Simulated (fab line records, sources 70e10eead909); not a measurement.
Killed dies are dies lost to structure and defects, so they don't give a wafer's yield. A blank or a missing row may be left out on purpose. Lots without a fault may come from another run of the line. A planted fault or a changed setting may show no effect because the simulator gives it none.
A struck lot beside a sound one | flow nand_harc | 28 steps out of a route of 1302
Sound: wafers L504.3, L504.5, L504.6. Struck: wafers L510.1, L510.4, L510.6. The cause comes at the end.
At each step with rows: each side's tool, then ch and its chambers, then its first start. Under that, the readings that differ: sound wafers | struck wafers | difference of the means | sigmas: that difference in standard deviations of wafers without a fault.
alike: readings whose means differ by less than 2 such deviations, and words and numbers that are the same on both sides. not compared: withheld readings, readings that some wafer has no value for, bounds like >300 that may hide the same value, and numbers for which the record gives no deviation and whose values overlap.
The two part at a step that has a row with sigmas, a row that says differs or no value, or rows on one side only. Numbers that don't overlap but have no deviation are shown without sigmas and don't part them. A reading that every wafer of one side lacks parts them only if that side has two wafers or more.

first, 1 step without rows for these wafers: NHARC_P_ZERO_WELL_HARDBAKE_53 (time 80 s).
NHARC_P_ZERO_WELL_DESCUM_54: chemistry O2, time 3 s.
  sound on rie_diel-06 ch 1,2,3, day 4 13:50; struck on rie_diel-06 ch 0,2,3, day 7 02:04
  alike: drypump_motor_current_A, oes_product_au, rf_vpp_V, showerhead_plenum_p_Torr, throttle_valve_pct
  not compared: rf_hours_counter_h
then, 5 steps without rows for these wafers: NHARC_P_ZERO_WELL_IMPLANT_55; NHARC_P_ZERO_WELL_IMPLANT_61; NHARC_P_ZERO_WELL_STRIP_56 (strips in SPM, time 840 s); NHARC_P_ZERO_WELL_PRECLEAN_68 (cleans in SC1, time 60 s); NHARC_P_ZERO_WELL_SRD_69.
NHARC_P_ZERO_WELL_RTA_42: time 300 s.
  sound on rtp_anneal-02 ch 0, day 4 15:02; struck on rtp_anneal-01 ch 0, day 7 03:01
  alike: lamp_power_pct, lamp_zone_2_pct, wafer_temp_C_max
NHARC_P_ZERO_WELL_INSPECT_43:
  sound on defect_inspect-02, day 4 15:30; struck on defect_inspect-01, day 7 03:43
  alike: raw_defect_count
then, 3 steps without rows for these wafers: NHARC_P_STI_ETCH_26 (etches SiO2 in dHF, target depth 11 nm); NHARC_P_STI_PRECLEAN_27 (cleans in SC1); NHARC_P_STI_SRD_28.
NHARC_P_STI_OXIDE_29: material SiO2, target thk 10 nm, ox time 1362 s.
  sound on furnace-02 ch 0, day 4 22:51; struck on furnace-07 ch 0, day 7 09:11
  alike: spike_tc_lower_C, zone_power_top_pct, zone_power_upper_pct
then, 10 steps without rows for these wafers: NHARC_P_STI_HM_DEP_30 (deposits Si3N4, target thk 80 nm, time 873 s); NHARC_P_STI_DEHYDRATE_01 (time 120 s); NHARC_P_STI_HMDS_02 (time 30 s); NHARC_P_STI_COAT_41 (time 65 s); NHARC_P_STI_COAT_03 (resist thk 600 nm); NHARC_P_STI_SOFTBAKE_04 (time 70 s); NHARC_P_STI_EBR_05; NHARC_P_STI_EXPOSE_06 (exposes mask P STI, target cd 200 nm); NHARC_P_STI_PEB_07 (peb time 80 s); NHARC_P_STI_DEVELOP_08 (time 50 s).
NHARC_P_STI_CD_MEAS_09: target cd 200 nm.
  sound on cd_sem-01 ch 0, day 5 10:07; struck on cd_sem-01 ch 0, day 7 20:29
  alike: cd_nm
NHARC_P_STI_OVL_MEAS_10:
  sound on overlay-01, day 5 10:11; struck on overlay-01, day 7 20:35
  alike: overlay_x_nm, overlay_y_nm
NHARC_P_STI_INSPECT_11:
  sound on defect_inspect-01, day 5 10:14; struck on defect_inspect-02, day 7 20:37
  reading          | sound | struck      | difference | sigmas
  raw_defect_count | 6 8 7 | 764 735 750 | +743       | +99 or more
then, 1 step without rows for these wafers: NHARC_P_STI_HARDBAKE_13 (time 65 s).
-- the record jumps here: 22 days lie between the struck wafers' starts before and after (it left off in module P_STI and takes up again in module END, whose first step shown is number 1302 of the route) --
NHARC_END_SORT_01:
  the record has rows for the struck wafers here (prober-02 ch 0, day 29 15:56) and none for the sound ones

WHERE THEY PART
First at NHARC_P_STI_INSPECT_11; last, within this record, at NHARC_END_SORT_01.

WHY: what the simulator had put in
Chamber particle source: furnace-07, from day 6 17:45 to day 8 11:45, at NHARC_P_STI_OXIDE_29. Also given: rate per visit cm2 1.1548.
